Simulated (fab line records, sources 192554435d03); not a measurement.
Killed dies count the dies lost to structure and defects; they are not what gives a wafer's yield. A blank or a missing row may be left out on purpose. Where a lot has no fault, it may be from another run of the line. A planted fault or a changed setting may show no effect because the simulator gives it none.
fab line records	flow n5_finfet
record lots=5	wafers=15	last_day=17
route steps=1938 shown GATE_CUT@488
lots that met no fault: from a run of the same line without faults
start_h: start of the lot's first displayed wafer, in hours after the record's first day	wait_h: hours since the lot's step before	" unchanged from the row above	L1.1+2: a row that stands for several wafers	- value missing, or start not given	* or withheld: withheld	< > ~ a bound
route shown NAME@n: names a module that has steps shown in the file, with the first one's number in the route	usual: mean and standard deviation over wafers with no fault	same: alike in all rows	chamber/n: place in a boat	sites: readings site by site	_std_site: how widely they spread, as a standard deviation	_edge_site: outer sites' mean less inner sites'	radius_mm: for every site, how far away it sits from the centre of the wafer	mask NAME#n: copy n	behind: the tool/chamber that last shaped the wafer	hold: reason for holding the lot/hours on hold/outcome of the hold	device: transistor that didn't switch, given as n, p or np	end of line: the same wafers' tests at the end of the route	a step given without rows: its recipe and nothing more	killed: not the wafer's yield, but the dies lost to structure and defects at the first sort	map: a wafer's dies, x killed, . not, _ none there
set.NAME: the setting the step ran with; set.NAME@STEP: the setting that earlier step ran with	model.NAME: the simulator's own value behind a step, which no gauge read
lots seen at some steps along the route; tables by step, rows by wafer
services: a tool's chamber out of use, with start hour (start_h, from the record's first day; less than 0 if before it), hours out, and reason
## steps
# step N5_GATE_CUT_OVL_MEAS_14
# recipe points_per_wafer=522
# usual GATE_CUT_OVL=0.3/0.9
lot.wafer	tool	chamber	start_h	wait_h	GATE_CUT_OVL[nm]
L074.1	overlay-01	0	82.32	0.0	-1.3
L074.4	"	0	"	"	0.9
L074.6	"	0	"	"	0.8
L079.2	overlay-02	0	111.93	0.0	0.0
L079.3	"	0	"	"	0.6
L079.6	"	0	"	"	1.6
L086.1	overlay-02	0	159.02	0.0	1.2
L086.2	"	0	"	"	1.7
L086.4	"	0	"	"	0.7
L090.1	overlay-02	0	178.83	0.0	-0.8
L090.2	"	0	"	"	0.6
L090.6	"	0	"	"	0.9
L095.2	overlay-01	0	208.59	0.0	0.4
L095.4	"	0	"	"	0.3
L095.5	"	0	"	"	0.0
# step N5_GATE_CUT_INSPECT_15
# recipe mode=adi	inspect_instrument=brightfield
# usual raw_defect_count=127/45
lot.wafer	tool	chamber	start_h	wait_h	raw_defect_count
L074.1	defect_inspect-02	-	82.38	0.1	115
L074.4	"	-	"	"	144
L074.6	"	-	"	"	138
L079.2	defect_inspect-02	-	111.98	0.0	138
L079.3	"	-	"	"	124
L079.6	"	-	"	"	144
L086.1	defect_inspect-01	-	159.08	0.1	158
L086.2	"	-	"	"	149
L086.4	"	-	"	"	188
L090.1	defect_inspect-01	-	178.88	0.1	66
L090.2	"	-	"	"	140
L090.6	"	-	"	"	67
L095.2	defect_inspect-02	-	208.65	0.0	164
L095.4	"	-	"	"	161
L095.5	"	-	"	"	136
# step N5_GATE_CUT_DESCUM_18
# recipe chemistry=O2	time_s=7	source_power_w=50	bias_power_w=20	pressure_mtorr=20	rf_frequency_hz=2.712e+07	temp_c=40	resist=CAR-EUV	o2_flow_sccm=225
# usual drypump_motor_current_A=5.7/0.38	oes_product_au=0.79/0.08	rf_vpp_V=243.3/1.6	showerhead_plenum_p_Torr=2.10/0.079	throttle_valve_pct=20.44/0.18
# same time_s=7
lot.wafer	tool	chamber	start_h	wait_h	drypump_motor_current_A	oes_product_au	rf_hours_counter_h	rf_vpp_V	showerhead_plenum_p_Torr	throttle_valve_pct
L074.1	rie_diel-05	2	82.41	0.0	5.3	0.82	77	242.7	2.12	20.59
L074.4	"	0	"	"	5.9	0.70	239	244.4	2.16	20.77
L074.6	"	2	"	"	5.3	0.83	-	242.6	2.12	20.59
L079.2	rie_diel-04	0	112.31	0.3	5.1	0.78	134	244.6	2.09	20.29
L079.3	"	3	"	"	5.7	0.69	227	241.7	2.00	20.65
L079.6	"	3	"	"	5.7	0.69	-	241.6	2.00	20.65
L086.1	rie_diel-04	3	159.28	0.2	5.7	0.69	244	240.7	1.99	20.66
L086.2	"	2	"	"	5.6	0.95	4	246.6	2.23	20.03
L086.4	"	0	"	"	5.1	0.77	151	243.6	2.09	20.32
L090.1	rie_diel-05	2	178.92	0.0	5.3	0.79	109	243.1	2.11	20.64
L090.2	"	3	"	"	6.2	0.71	223	244.3	2.14	20.33
L090.6	"	1	"	"	6.1	0.79	-	242.6	2.03	20.56
L095.2	rie_diel-05	3	208.68	0.0	6.2	0.72	232	244.1	2.14	20.35
L095.4	"	0	"	"	5.9	0.93	18	244.1	2.15	20.46
L095.5	"	1	"	"	6.1	0.78	-	244.1	2.03	20.56
# step N5_GATE_CUT_ETCH_28
# recipe chemistry=N2/H2	target=underlayer	target_depth_a=130	mask_material=CAR-EUV	time_s=10.4	ion_energy_ev=200	pressure_mtorr=30	source_w=840	bias_w=150	n2_flow_sccm=200	h2_flow_sccm=200	ends=cleared
# usual drypump_motor_current_A=5.7/0.39	etch_rf_on_time_s=10.35/0.29	h2_flow_sccm=200.0/0.55	oes_product_au=0.68/0.067	rf_vpp_V=524/3	showerhead_plenum_p_Torr=2.55/0.1	throttle_valve_pct=17.82/0.19
lot.wafer	tool	chamber	start_h	wait_h	drypump_motor_current_A	etch_rf_on_time_s	h2_flow_sccm	oes_product_au	rf_hours_counter_h	rf_vpp_V	showerhead_plenum_p_Torr	throttle_valve_pct
L074.1	rie_diel-05	2	82.45	0.0	5.3	10.17	200.0	0.71	77	525	2.59	18.04
L074.4	"	0	"	"	5.9	10.97	200.1	0.57	239	527	2.61	18.20
L074.6	"	2	"	"	5.3	10.16	200.1	0.70	-	524	2.59	18.06
L079.2	rie_diel-04	0	112.34	0.0	5.1	9.97	200.0	0.67	134	523	2.53	17.60
L079.3	"	3	"	"	5.8	10.66	199.9	0.59	227	520	2.39	17.86
L079.6	"	3	"	"	5.7	10.48	200.7	0.59	-	521	2.39	17.85
L086.1	rie_diel-04	3	159.32	0.0	5.7	10.38	201.1	0.59	244	519	2.38	17.89
L086.2	"	2	"	"	5.6	10.15	199.8	0.82	4	529	2.71	17.34
L086.4	"	0	"	"	5.1	9.93	199.5	0.66	151	525	2.52	17.61
L090.1	rie_diel-05	2	178.95	0.0	5.3	10.34	200.0	0.68	109	525	2.58	18.13
L090.2	"	3	"	"	6.2	10.23	199.4	0.61	223	528	2.62	17.94
L090.6	"	1	"	"	6.1	10.25	199.6	0.68	-	523	2.45	17.83
L095.2	rie_diel-05	3	208.71	0.0	6.3	10.24	200.9	0.61	232	527	2.61	17.97
L095.4	"	0	"	"	5.9	10.87	200.7	0.76	18	527	2.60	17.85
L095.5	"	1	"	"	6.1	10.26	200.8	0.67	-	521	2.45	17.85
# step N5_GATE_CUT_ETCH_36
# recipe chemistry=CF4	target=SiARC	target_depth_a=130	mask_material=CAR-EUV	time_s=21.7	ion_energy_ev=80	pressure_mtorr=40	source_w=545	bias_w=36	Ar_flow_sccm=100	cf4_flow_sccm=100	ends=cleared
# usual cf4_flow_sccm=100.0/0.31	drypump_motor_current_A=5.7/0.39	etch_rf_on_time_s=21.6/0.6	oes_product_au=0.67/0.067	rf_vpp_V=184.2/1.3	showerhead_plenum_p_Torr=2.15/0.079	throttle_valve_pct=15.63/0.15
lot.wafer	tool	chamber	start_h	wait_h	cf4_flow_sccm	drypump_motor_current_A	etch_rf_on_time_s	oes_product_au	rf_hours_counter_h	rf_vpp_V	showerhead_plenum_p_Torr	throttle_valve_pct
L074.1	rie_diel-05	2	82.47	0.0	100.6	5.3	21.7	0.71	77	185.0	2.16	15.68
L074.4	"	0	"	"	99.9	5.9	23.1	0.57	239	184.8	2.20	15.89
L074.6	"	2	"	"	100.1	5.3	21.7	0.70	-	184.3	2.16	15.68
L079.2	rie_diel-04	0	112.36	0.0	100.2	5.1	20.7	0.68	134	183.0	2.15	15.48
L079.3	"	3	"	"	100.0	5.7	22.0	0.59	227	181.9	2.03	15.75
L079.6	"	3	"	"	100.1	5.7	21.9	0.59	-	182.4	2.03	15.74
L086.1	rie_diel-04	3	159.33	0.0	100.1	5.7	22.0	0.58	244	183.4	2.03	15.77
L086.2	"	2	"	"	100.0	5.6	21.6	0.79	4	187.8	2.29	15.25
L086.4	"	0	"	"	100.1	5.1	20.8	0.66	151	182.3	2.14	15.53
L090.1	rie_diel-05	2	178.97	0.0	100.1	5.3	21.5	0.68	109	183.3	2.15	15.75
L090.2	"	3	"	"	100.0	6.2	21.3	0.62	223	185.4	2.20	15.72
L090.6	"	1	"	"	99.7	6.1	21.4	0.68	-	182.9	2.09	15.72
L095.2	rie_diel-05	3	208.73	0.0	100.2	6.2	21.2	0.61	232	185.7	2.20	15.75
L095.4	"	0	"	"	99.7	5.9	22.6	0.76	18	185.7	2.19	15.48
L095.5	"	1	"	"	100.1	6.1	21.4	0.67	-	183.3	2.08	15.72
# step N5_GATE_CUT_ETCH_37
# recipe chemistry=N2/H2	target=SOC	target_depth_a=600	overetch_a=120	mask_material=SiARC	temp_c=40	time_s=90	ion_energy_ev=200	pressure_mtorr=30	source_w=840	bias_w=150	n2_flow_sccm=200	h2_flow_sccm=200
# usual drypump_motor_current_A=5.7/0.39	h2_flow_sccm=200.0/0.55	oes_product_au=0.70/0.067	rf_vpp_V=524.0/3	showerhead_plenum_p_Torr=2.55/0.1	throttle_valve_pct=17.79/0.19
# same time_s=90
lot.wafer	tool	chamber	start_h	wait_h	drypump_motor_current_A	h2_flow_sccm	oes_product_au	rf_hours_counter_h	rf_vpp_V	showerhead_plenum_p_Torr	throttle_valve_pct
L074.1	rie_diel-05	2	82.49	0.0	5.3	199.1	0.73	77	524.3	2.59	18.03
L074.4	"	0	"	"	5.9	200.9	0.62	239	526.4	2.62	18.17
L074.6	"	2	"	"	5.3	199.9	0.74	-	525.1	2.59	18.03
L079.2	rie_diel-04	0	112.39	0.0	5.1	200.6	0.69	134	523.8	2.53	17.56
L079.3	"	3	"	"	5.7	200.0	0.62	227	520.1	2.39	17.85
L079.6	"	3	"	"	5.7	199.7	0.62	-	519.7	2.39	17.85
L086.1	rie_diel-04	3	159.36	0.0	5.7	201.0	0.61	244	519.1	2.38	17.85
L086.2	"	2	"	"	5.5	199.7	0.84	5	527.7	2.71	17.33
L086.4	"	0	"	"	5.1	199.7	0.68	151	525.3	2.52	17.58
L090.1	rie_diel-05	2	179.00	0.0	5.3	198.9	0.70	109	524.2	2.58	18.08
L090.2	"	3	"	"	6.2	200.4	0.64	223	524.9	2.62	17.91
L090.6	"	1	"	"	6.2	199.6	0.71	-	520.9	2.45	17.82
L095.2	rie_diel-05	3	208.76	0.0	6.2	200.4	0.64	232	525.3	2.61	17.93
L095.4	"	0	"	"	5.9	200.3	0.82	18	525.5	2.60	17.83
L095.5	"	1	"	"	6.1	199.6	0.70	-	521.6	2.45	17.81
# step N5_GATE_CUT_STRIP_38
# recipe chemistry=N2/H2	temp_c=40	n2_flow_sccm=200	h2_flow_sccm=200	rf_frequency_hz=6e+07
lot.wafer	tool	chamber	start_h	wait_h
L074.1+4+6	rie_diel-05	2,0,2	82.56	0.0
L079.2+3+6	rie_diel-04	0,3,3	112.45	0.0
L086.1+2+4	rie_diel-04	3,2,0	159.42	0.0
L090.1+2+6	rie_diel-05	2,3,1	179.06	0.0
L095.2+4+5	rie_diel-05	3,0,1	208.82	0.0
# step N5_GATE_CUT_STRIP_39
# recipe chemistry=N2/H2	temp_c=40	n2_flow_sccm=200	h2_flow_sccm=200	rf_frequency_hz=6e+07
lot.wafer	tool	chamber	start_h	wait_h
L074.1+4+6	rie_diel-05	2,0,2	82.57	0.0
L079.2+3+6	rie_diel-04	0,3,3	112.46	0.0
L086.1+2+4	rie_diel-04	3,2,0	159.43	0.0
L090.1+2+6	rie_diel-05	2,3,1	179.07	0.0
L095.2+4+5	rie_diel-05	3,0,1	208.83	0.0
# step N5_GATE_CUT_HM_OPEN_40
# recipe chemistry=C4F6/O2	target=SiO2	mask_material=SiARC	target_depth_a=1390	time_s=85.1	ion_energy_ev=250	pressure_mtorr=30	source_w=345	bias_w=185	Ar_flow_sccm=300	C4F6_flow_sccm=10	O2_flow_sccm=10	ends=cleared
# usual drypump_motor_current_A=5.7/0.39	etch_rf_on_time_s=93.4/2	oes_product_au=0.71/0.071	rf_vpp_V=663/14	showerhead_plenum_p_Torr=2.85/0.1	throttle_valve_pct=20.94/0.14
lot.wafer	tool	chamber	start_h	wait_h	drypump_motor_current_A	etch_rf_on_time_s	oes_product_au	rf_hours_counter_h	rf_vpp_V	showerhead_plenum_p_Torr	throttle_valve_pct
L074.1	rie_diel-05	2	82.58	0.0	5.3	90.8	0.75	77	688	2.87	21.00
L074.4	"	0	"	"	5.9	97.3	0.62	239	679	2.91	21.13
L074.6	"	2	"	"	5.3	93.0	0.75	-	689	2.87	21.01
L079.2	rie_diel-04	0	112.47	0.0	5.1	91.5	0.70	134	646	2.86	20.88
L079.3	"	3	"	"	5.7	94.8	0.63	227	661	2.69	21.00
L079.6	"	3	"	"	5.7	96.8	0.62	-	661	2.69	21.00
L086.1	rie_diel-04	3	159.44	0.0	5.7	92.9	0.62	244	660	2.69	21.04
L086.2	"	2	"	"	5.6	91.3	0.85	5	681	3.03	20.59
L086.4	"	0	"	"	5.1	93.9	0.69	151	649	2.85	20.89
L090.1	rie_diel-05	2	179.08	0.0	5.3	92.4	0.72	109	688	2.85	21.05
L090.2	"	3	"	"	6.2	92.9	0.65	223	645	2.90	20.83
L090.6	"	1	"	"	6.1	95.0	0.72	-	660	2.78	21.12
L095.2	rie_diel-05	3	208.84	0.0	6.2	92.6	0.64	232	644	2.90	20.87
L095.4	"	0	"	"	6.0	96.0	0.82	18	678	2.90	20.82
L095.5	"	1	"	"	6.1	92.7	0.71	-	660	2.77	21.13
# step N5_GATE_CUT_STRIP_41
# recipe chemistry=CF4	resist=SiARC	power_w=300	bias_power_w=75	pressure_mtorr=50	cf4_flow_sccm=150	rf_frequency_hz=6e+07
# usual cf4_flow_sccm=149.9/0.49	drypump_motor_current_A=5.7/0.39	oes_product_au=0.182/0.018	rf_vpp_V=271.1/1.7	showerhead_plenum_p_Torr=1.81/0.069	throttle_valve_pct=13.61/0.17
lot.wafer	tool	chamber	start_h	wait_h	cf4_flow_sccm	drypump_motor_current_A	oes_product_au	rf_hours_counter_h	rf_vpp_V	showerhead_plenum_p_Torr	throttle_valve_pct
L074.1	rie_diel-05	2	82.64	0.0	149.0	5.3	0.188	77	271.2	1.81	13.63
L074.4	"	0	"	"	149.9	5.9	0.159	239	272.1	1.85	13.92
L074.6	"	2	"	"	148.5	5.3	0.193	-	271.5	1.81	13.65
L079.2	rie_diel-04	0	112.53	0.0	150.4	5.1	0.185	134	271.0	1.79	13.45
L079.3	"	3	"	"	149.7	5.7	0.157	227	269.2	1.71	13.76
L079.6	"	3	"	"	149.2	5.7	0.166	-	270.4	1.71	13.75
L086.1	rie_diel-04	3	159.51	0.0	149.7	5.7	0.157	244	269.2	1.70	13.79
L086.2	"	2	"	"	149.7	5.6	0.215	5	273.3	1.92	13.24
L086.4	"	0	"	"	150.0	5.1	0.176	151	271.4	1.79	13.50
L090.1	rie_diel-05	2	179.14	0.0	149.5	5.3	0.178	109	271.8	1.80	13.72
L090.2	"	3	"	"	149.3	6.2	0.165	223	272.4	1.86	13.78
L090.6	"	1	"	"	148.9	6.1	0.179	-	268.8	1.75	13.66
L095.2	rie_diel-05	3	208.91	0.0	149.8	6.2	0.169	232	271.2	1.86	13.81
L095.4	"	0	"	"	150.6	5.9	0.211	18	270.2	1.84	13.43
L095.5	"	1	"	"	149.3	6.1	0.176	-	271.6	1.75	13.69
# step N5_GATE_CUT_STRIP_42
# recipe chemistry=O2	power_w=400	temp_c=40	pressure_mtorr=30	rf_frequency_hz=6e+07	bias_power_w=0	overash_fraction=0.3	o2_flow_sccm=225
# usual drypump_motor_current_A=5.7/0.39	oes_product_au=0.79/0.08	rf_vpp_V=3.6/0.51	showerhead_plenum_p_Torr=2.10/0.079	throttle_valve_pct=16.68/0.17
lot.wafer	tool	chamber	start_h	wait_h	drypump_motor_current_A	oes_product_au	rf_hours_counter_h	rf_vpp_V	showerhead_plenum_p_Torr	throttle_valve_pct
L074.1	rie_diel-05	2	82.66	0.0	5.3	0.82	77	3.4	2.13	16.80
L074.4	"	0	"	"	5.9	0.69	239	2.6	2.17	17.01
L074.6	"	2	"	"	5.3	0.83	-	3.9	2.13	16.78
L079.2	rie_diel-04	0	112.55	0.0	5.1	0.78	134	3.3	2.10	16.53
L079.3	"	3	"	"	5.7	0.69	227	4.1	2.00	16.89
L079.6	"	3	"	"	5.7	0.69	-	3.1	2.00	16.89
L086.1	rie_diel-04	3	159.53	0.0	5.7	0.69	244	4.0	1.99	16.94
L086.2	"	2	"	"	5.6	0.96	5	3.9	2.23	16.28
L086.4	"	0	"	"	5.1	0.78	151	4.4	2.09	16.58
L090.1	rie_diel-05	2	179.16	0.0	5.3	0.79	109	3.6	2.11	16.86
L090.2	"	3	"	"	6.2	0.71	223	3.9	2.14	16.68
L090.6	"	1	"	"	6.1	0.79	-	4.0	2.03	16.75
L095.2	rie_diel-05	3	208.93	0.0	6.2	0.71	232	3.1	2.14	16.68
L095.4	"	0	"	"	5.9	0.93	18	3.5	2.16	16.61
L095.5	"	1	"	"	6.1	0.78	-	3.7	2.03	16.77
# step N5_GATE_CUT_ETCH_19
# recipe chemistry=CH3F/O2	target=SiNx	mask_material=SiO2	target_depth_a=537	time_s=76.7	pressure_mtorr=30	source_w=395	bias_w=73	Ar_flow_sccm=150	CH3F_flow_sccm=30	O2_flow_sccm=20	ion_energy_ev=120	ends=cleared
# usual drypump_motor_current_A=5.7/0.39	etch_rf_on_time_s=76.5/1.2	oes_product_au=0.67/0.068	rf_vpp_V=296/6.1	showerhead_plenum_p_Torr=2.01/0.075	throttle_valve_pct=16.35/0.14
lot.wafer	tool	chamber	start_h	wait_h	drypump_motor_current_A	etch_rf_on_time_s	oes_product_au	rf_hours_counter_h	rf_vpp_V	showerhead_plenum_p_Torr	throttle_valve_pct
L074.1	rie_diel-05	2	82.70	0.0	5.3	75.0	0.71	77	308	2.02	16.40
L074.4	"	0	"	"	5.9	78.4	0.58	239	303	2.05	16.60
L074.6	"	2	"	"	5.3	75.4	0.70	-	307	2.02	16.42
L079.2	rie_diel-04	0	112.59	0.0	5.1	76.1	0.66	134	291	2.01	16.25
L079.3	"	3	"	"	5.7	77.9	0.59	227	294	1.89	16.47
L079.6	"	3	"	"	5.7	77.3	0.59	-	296	1.89	16.47
L086.1	rie_diel-04	3	159.57	0.0	5.7	77.3	0.58	244	295	1.89	16.51
L086.2	"	2	"	"	5.5	75.4	0.81	5	304	2.14	15.98
L086.4	"	0	"	"	5.1	74.8	0.65	151	290	2.01	16.30
L090.1	rie_diel-05	2	179.20	0.0	5.3	75.6	0.68	109	307	2.01	16.47
L090.2	"	3	"	"	6.2	76.1	0.62	223	288	2.05	16.35
L090.6	"	1	"	"	6.1	76.1	0.67	-	294	1.95	16.47
L095.2	rie_diel-05	3	208.97	0.0	6.2	76.3	0.61	232	288	2.04	16.37
L095.4	"	0	"	"	5.9	78.1	0.78	18	302	2.04	16.20
L095.5	"	1	"	"	6.1	76.2	0.66	-	295	1.94	16.46
# step N5_GATE_CUT_CUT_ETCH_53
# recipe chemistry=SF6/Cl2	target=W	mask_material=SiO2	target_depth_a=792	pressure_mtorr=8	icp_w=900	bias_w=80	SF6_flow_sccm=40	Cl2_flow_sccm=60	ends=cleared
# usual drypump_motor_current_A=5.8/0.35	etch_rf_on_time_s=26.3/0.52	oes_product_au=0.66/0.13	throttle_valve_pct=28.8/0.48
lot.wafer	tool	chamber	start_h	wait_h	drypump_motor_current_A	etch_rf_on_time_s	oes_product_au	rf_hours_counter_h	throttle_valve_pct
L074.1	rie_metal-02	1	82.82	0.1	5.5	26.8	0.56	124	29.3
L074.4	"	1	"	"	5.5	26.6	0.56	-	29.3
L074.6	"	1	"	"	5.5	26.7	0.56	-	29.3
L079.2	rie_metal-03	0	112.70	0.1	5.7	26.0	0.61	95	28.8
L079.3	"	1	"	"	5.6	26.4	0.61	-	28.8
L079.6	"	1	"	"	5.6	26.3	0.61	-	28.8
L086.1	rie_metal-02	0	159.67	0.1	5.9	26.6	0.84	7	28.1
L086.2	"	1	"	"	5.5	27.0	0.54	129	29.3
L086.4	"	1	"	"	5.5	27.0	0.54	-	29.3
L090.1	rie_metal-02	1	179.31	0.1	5.5	27.1	0.54	131	29.3
L090.2	"	0	"	"	5.9	27.1	0.82	8	28.1
L090.6	"	0	"	"	5.9	26.5	0.83	-	28.1
L095.2	rie_metal-02	0	209.09	0.1	5.9	26.6	0.81	-	28.1
L095.4	"	0	"	"	5.9	26.7	0.80	-	28.1
L095.5	"	0	"	"	5.9	26.5	0.80	-	28.1
# step N5_GATE_CUT_CUT_ETCH_54
# recipe chemistry=Cl2/BCl3	target=TiN	mask_material=SiO2	target_depth_a=967	pressure_mtorr=10	icp_w=1000	bias_w=126	Cl2_flow_sccm=53.25	bcl3_flow_sccm=21.75	Ar_flow_sccm=25	ends=cleared
# usual drypump_motor_current_A=5.8/0.34	etch_rf_on_time_s=36.7/0.69	oes_product_au=0.66/0.13	throttle_valve_pct=22.1/0.39
lot.wafer	tool	chamber	start_h	wait_h	drypump_motor_current_A	etch_rf_on_time_s	oes_product_au	rf_hours_counter_h	throttle_valve_pct
L074.1	rie_metal-02	1	82.94	0.1	5.5	37.4	0.55	124	22.5
L074.4	"	1	"	"	5.5	37.5	0.56	-	22.5
L074.6	"	1	"	"	5.5	37.5	0.55	-	22.5
L079.2	rie_metal-03	0	112.76	0.0	5.6	35.9	0.61	95	22.1
L079.3	"	1	"	"	5.6	37.3	0.60	-	22.3
L079.6	"	1	"	"	5.6	37.1	0.60	-	22.3
L086.1	rie_metal-02	0	159.73	0.0	5.8	37.2	0.84	7	21.6
L086.2	"	1	"	"	5.5	37.3	0.55	129	22.5
L086.4	"	1	"	"	5.5	37.5	0.55	-	22.5
L090.1	rie_metal-02	1	179.37	0.0	5.5	37.3	0.54	131	22.6
L090.2	"	0	"	"	5.8	37.0	0.83	8	21.6
L090.6	"	0	"	"	5.9	37.3	0.82	-	21.6
L095.2	rie_metal-02	0	209.21	0.1	5.9	37.4	0.80	-	21.6
L095.4	"	0	"	"	5.9	37.6	0.80	-	21.6
L095.5	"	0	"	"	5.9	37.4	0.80	-	21.6
# step N5_GATE_CUT_CUT_ETCH_55
# recipe chemistry=BCl3	target=HfO2	mask_material=SiO2	target_depth_a=32	ion_energy_ev=30	pressure_mtorr=5	icp_w=450	bias_w=18	bcl3_flow_sccm=80
# usual drypump_motor_current_A=5.8/0.34	oes_product_au=0.74/0.14	throttle_valve_pct=32.8/0.43
lot.wafer	tool	chamber	start_h	wait_h	drypump_motor_current_A	oes_product_au	rf_hours_counter_h	throttle_valve_pct
L074.1	rie_metal-02	1	83.06	0.1	5.5	0.62	124	33.3
L074.4	"	1	"	"	5.6	0.62	-	33.2
L074.6	"	1	"	"	5.5	0.62	-	33.3
L079.2	rie_metal-03	0	112.82	0.0	5.6	0.67	95	33.1
L079.3	"	1	"	"	5.6	0.68	-	32.8
L079.6	"	1	"	"	5.6	0.68	-	32.8
L086.1	rie_metal-02	0	159.79	0.0	5.9	0.93	7	32.2
L086.2	"	1	"	"	5.5	0.61	129	33.3
L086.4	"	1	"	"	5.5	0.61	-	33.3
L090.1	rie_metal-02	1	179.43	0.0	5.5	0.61	131	33.3
L090.2	"	0	"	"	5.9	0.92	8	32.2
L090.6	"	0	"	"	5.9	0.92	-	32.2
L095.2	rie_metal-02	0	209.32	0.1	5.9	0.89	-	32.2
L095.4	"	0	"	"	5.9	0.90	-	32.3
L095.5	"	0	"	"	5.9	0.90	-	32.2
# step N5_GATE_CUT_ETCH_47
# recipe chemistry=Cl2/BCl3	target=SiO2	target_depth_a=100	pressure_mtorr=10	icp_w=1000	bias_w=126	Cl2_flow_sccm=53.25	bcl3_flow_sccm=21.75	Ar_flow_sccm=25
# usual drypump_motor_current_A=5.8/0.34	oes_product_au=0.74/0.15	throttle_valve_pct=22.7/0.4
lot.wafer	tool	chamber	start_h	wait_h	drypump_motor_current_A	oes_product_au	rf_hours_counter_h	throttle_valve_pct
L074.1	rie_metal-02	1	83.12	0.1	5.5	0.62	124	23.1
L074.4	"	1	"	"	5.5	0.62	-	23.0
L074.6	"	1	"	"	5.5	0.62	-	23.1
L079.2	rie_metal-03	0	112.85	0.0	5.6	0.67	95	22.7
L079.3	"	1	"	"	5.6	0.68	-	22.8
L079.6	"	1	"	"	5.6	0.68	-	22.8
L086.1	rie_metal-02	0	159.82	0.0	5.9	0.94	7	22.1
L086.2	"	1	"	"	5.5	0.62	129	23.1
L086.4	"	1	"	"	5.5	0.61	-	23.1
L090.1	rie_metal-02	1	179.46	0.0	5.5	0.61	131	23.1
L090.2	"	0	"	"	5.9	0.93	8	22.1
L090.6	"	0	"	"	5.9	0.93	-	22.1
L095.2	rie_metal-02	0	209.38	0.1	5.8	0.89	-	22.1
L095.4	"	0	"	"	5.9	0.90	-	22.1
L095.5	"	0	"	"	5.9	0.90	-	22.1
# step N5_GATE_CUT_VAPOR_ETCH_48
# recipe chemistry=BCl3/Cl2	target=TiN	mode=isotropic
# usual drypump_motor_current_A=5.8/0.34	oes_product_au=0.74/0.14
lot.wafer	tool	chamber	start_h	wait_h	drypump_motor_current_A	oes_product_au
L074.1	rie_metal-02	1	83.18	0.1	5.5	0.62
L074.4	"	1	"	"	5.5	0.62
L074.6	"	1	"	"	5.5	0.62
L079.2	rie_metal-03	0	112.88	0.0	5.7	0.67
L079.3	"	1	"	"	5.6	0.68
L079.6	"	1	"	"	5.6	0.68
L086.1	rie_metal-02	0	159.85	0.0	5.8	0.93
L086.2	"	1	"	"	5.5	0.61
L086.4	"	1	"	"	5.5	0.60
L090.1	rie_metal-02	1	179.49	0.0	5.5	0.60
L090.2	"	0	"	"	5.9	0.91
L090.6	"	0	"	"	5.9	0.92
L095.2	rie_metal-02	0	209.44	0.1	5.8	0.88
L095.4	"	0	"	"	5.9	0.89
L095.5	"	0	"	"	5.9	0.89
## services
tool	chamber	start_h	hours	kind
rie_diel-05	-	60.59	0.6	repair
rie_metal-02	0	67.34	-	clean
rie_metal-02	0	67.34	32.1	scheduled_down
rie_metal-02	0	67.34	32.1	vent_cycle
rie_diel-04	0	80.56	7.8	repair
rie_metal-02	1	118.02	13.9	repair
rie_diel-04	2	120.94	-	clean
rie_diel-04	2	120.94	-	consumable_replace:focus_ring
rie_diel-04	2	120.94	-	consumable_replace:showerhead
rie_diel-04	2	120.94	23.6	scheduled_down
rie_diel-04	2	120.94	23.6	vent_cycle
rie_diel-05	0	123.19	-	clean
rie_diel-05	0	123.19	-	consumable_replace:focus_ring
rie_diel-05	0	123.19	28.3	scheduled_down
rie_diel-05	0	123.19	28.3	vent_cycle
rie_diel-05	1	126.84	5.4	repair
rie_metal-03	-	168.61	0.6	repair
rie_diel-04	3	176.15	-	clean
rie_diel-04	3	176.15	-	consumable_replace:focus_ring
rie_diel-04	3	176.15	-	consumable_replace:showerhead
rie_diel-04	3	176.15	12.3	scheduled_down
rie_diel-04	3	176.15	12.3	vent_cycle
rie_diel-04	0	202.29	6.5	repair
rie_diel-05	2	205.97	1.6	repair
## key
fault none
